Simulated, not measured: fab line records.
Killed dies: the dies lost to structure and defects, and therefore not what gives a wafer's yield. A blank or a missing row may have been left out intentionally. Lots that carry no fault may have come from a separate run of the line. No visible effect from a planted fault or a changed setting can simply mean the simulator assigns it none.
8D (eight disciplines) problem report, filled in by code | flow n5Finfet | the parts of the form that need people (team, actions taken, sign-off) are left out

1. THE PROBLEM
Mean of exposureDoseMJCm2 at N5_MIM_TOP_LITHO_EXPOSE_05: 20.743 across 6 wafers in 2 lots; on wafers with no fault it is 20.484 (standard deviation 0.022). That puts it +12 standard deviations away from the usual mean.
The step: exposes mask MIM TOP, target cd 2000 nm.
The first sign was on wafer L508.2 at day 16 01:11, on krfScanner-01. The record has a number at this step for 33 wafers belonging to 11 lots. By rule, "out" or "out of limits" means more than 4 standard deviations away from the usual mean. The rest of the wafers with a number are treated as sound.

2. WHAT IT IS; WHAT IT IS NOT
question                    | is                     | is not
which readings at this step | exposureDoseMJCm2      | reticleTempC
which lots                  | L508, L511             | L491, L492, L493, L496, L497, L500, L504, L506, L510
which wafers of those lots  | all that have a number | -
read on which tools         | krfScanner-01          | krfScanner-02
when                        | from day 16 01:11      | up to then (24 sound wafers); but 3 sound wafers of L510 came after

3. THE SUSPECTS, EACH WITH WHAT RULES IT OUT
Counting: any tool at a process step up to the reading is kept as a suspect provided that every lot that is out went through it and no sound lot did after the first of them.
- krfScanner-01 at N5_MIM_TOP_LITHO_EXPOSE_05 (exposes mask MIM TOP, target cd 2000 nm): kept. Every lot that is out went through it, starting with L508 (day 16 01:11), and after that it ran no sound lot; the last sound lot it ran before then is L506 (day 15 10:03). Out on those wafers are its own readings of exposureDoseMJCm2.
After counting, what remains is krfScanner-01 at N5_MIM_TOP_LITHO_EXPOSE_05.

4. THE CAUSE (what the simulator had put in)
Process parameter drift: krfScanner-01, from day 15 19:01 on, at N5_MIM_TOP_LITHO_EXPOSE_05. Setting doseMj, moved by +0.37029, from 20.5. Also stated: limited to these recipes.
The count eliminated every tool but this one.

5. THE CHAIN OF EFFECTS, in route order
Each row: a reading whose mean over the struck wafers that have a number lies more than 3 standard deviations from the usual. Only readings whose record carries a usual standard deviation are examined. hours: median over the lots of the time between each lot's start at the first step of this table that gives one and its start at this step. sigmas: the change, counted in usual standard deviations.
hours | step                       | reading           | usual  | on struck wafers | change | sigmas
0     | N5_MIM_TOP_LITHO_EXPOSE_05 | exposureDoseMJCm2 | 20.484 | 20.743           | +0.259 | +12
It contains these process steps:
- N5_MIM_TOP_LITHO_EXPOSE_05: exposes mask MIM TOP, target cd 2000 nm.
At these later measuring or inspecting steps, every struck wafer for which the step has a row has a number for every such reading, and none has moved that far: N5_MIM_TOP_LITHO_OVL_MEAS_11.

6. WHAT WOULD HAVE CAUGHT IT SOONER
6 hours passed between the start of the fault at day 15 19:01 and the first reading out of limits in this record, taken at day 16 01:11.
